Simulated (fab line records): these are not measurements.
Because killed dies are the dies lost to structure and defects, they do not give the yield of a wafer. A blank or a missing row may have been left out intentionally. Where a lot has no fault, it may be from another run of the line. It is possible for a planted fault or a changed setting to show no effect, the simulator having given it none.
Matching of chambers -- flow n5Finfet -- N5_BEOL_M10_CMP_52 on cmp-03: 4 sister chambers
The step polishes, stops on SiCOH lowk, t overpolish 7 s, target thk 140 nm. 8 wafers are shown with their chamber, then 11 later ones without.

== WAFERS WITH THEIR CHAMBER ==
wafer,chamber,motorCurrentA (A),timeToEndpointS (s)
L082.5,0,6.9,60
L083.1,0,7.3,61
L083.3,1,6.3,64
L083.4,3,5.2,71
L086.2,3,5.4,72
L086.4,1,5.6,64
L086.5,2,6.2,61
L091.2,2,6.3,64

== WAFERS WITHOUT THEIR CHAMBER ==
wafer,motorCurrentA (A),timeToEndpointS (s)
L091.5,5.3,72
L091.6,7.4,63
L090.2,7.5,60
L090.3,6.2,64
L090.5,5.9,66
L094.2,7.3,63
L094.3,5.2,72
L094.5,7.8,62
L093.2,7.4,64
L093.3,5.4,68
L093.6,6.3,66

== WHICH CHAMBER EACH WENT THROUGH ==
wafer,from the rows above,in truth
L091.5,3,3
L091.6,can't be placed: 0 or 2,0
L090.2,0,0
L090.3,can't be placed: 1 or 2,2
L090.5,can't be placed: 1 or 2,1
L094.2,can't be placed: 0 or 2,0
L094.3,3,3
L094.5,0,0
L093.2,can't be placed: 0 or 2 or 1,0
L093.3,can't be placed: 3 or 1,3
L093.6,can't be placed: 1 or 2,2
Placed correctly: 4 of 11. Unplaceable from these rows: 7, with the true chamber sitting among the candidates in 7. 0 placed wrongly.
How it was worked out, from the rows above alone: a wafer's distance from a chamber is the root of the sum, over the readings, of the square of ((its reading less the chamber's mean) divided by the reading's scatter). The wafer belongs to the nearest chamber; if the next one is less than 2 further off, it can't be placed. The mean given for a chamber averages the wafers shown for that chamber. The scatter: take each reading less its chamber's mean, square it, sum over the shown wafers, divide by the number of wafers less the number of chambers, and take the root.
